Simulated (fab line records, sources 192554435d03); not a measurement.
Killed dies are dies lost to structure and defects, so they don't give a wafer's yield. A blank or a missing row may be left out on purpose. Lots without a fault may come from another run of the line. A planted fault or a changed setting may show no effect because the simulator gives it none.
Chamber matching | flow n5_finfet | N5_BEOL_M5_PRE_CLEAN_77 on cvd_co-02: 3 sister chambers
The step time 15 s. 6 wafers are shown with their chamber, then 8 later ones without.

WAFERS WITH THEIR CHAMBER
wafer  | chamber | heater_power_w (W)
L981.2 | 2       | 65
L981.5 | 0       | 92
L991.2 | 1       | 98
L991.4 | 2       | 64
L991.6 | 0       | 94
L992.4 | 1       | 96

WAFERS WITHOUT THEIR CHAMBER
wafer  | heater_power_w (W)
L992.5 | 95
L992.6 | 66
L993.1 | 65
L993.3 | 96
L993.6 | 97
L994.1 | 77
L994.3 | 65
L994.4 | 96

WHICH CHAMBER EACH WENT THROUGH
wafer  | from the rows above     | in truth
L992.5 | can't be placed: 0 or 1 | 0
L992.6 | 2                       | 2
L993.1 | 2                       | 2
L993.3 | can't be placed: 1 or 0 | 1
L993.6 | 1                       | 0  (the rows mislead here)
L994.1 | 2                       | 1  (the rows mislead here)
L994.3 | 2                       | 2
L994.4 | can't be placed: 1 or 0 | 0
Placed correctly: 3 of 8. Can't be placed from these rows: 3 (the true chamber is among the candidates in 3). Placed wrongly: 2.
How it was worked out, from the rows above alone: a wafer's distance from a chamber is the root of the sum, over the readings, of the square of ((its reading less the chamber's mean) divided by the reading's scatter). The wafer belongs to the nearest chamber; if the next one is less than 2 further off, it can't be placed. A chamber's mean is the mean of its shown wafers. The scatter: the root of (the sum of the squares of (reading less its chamber's mean) over the shown wafers, divided by (wafers less chambers)).
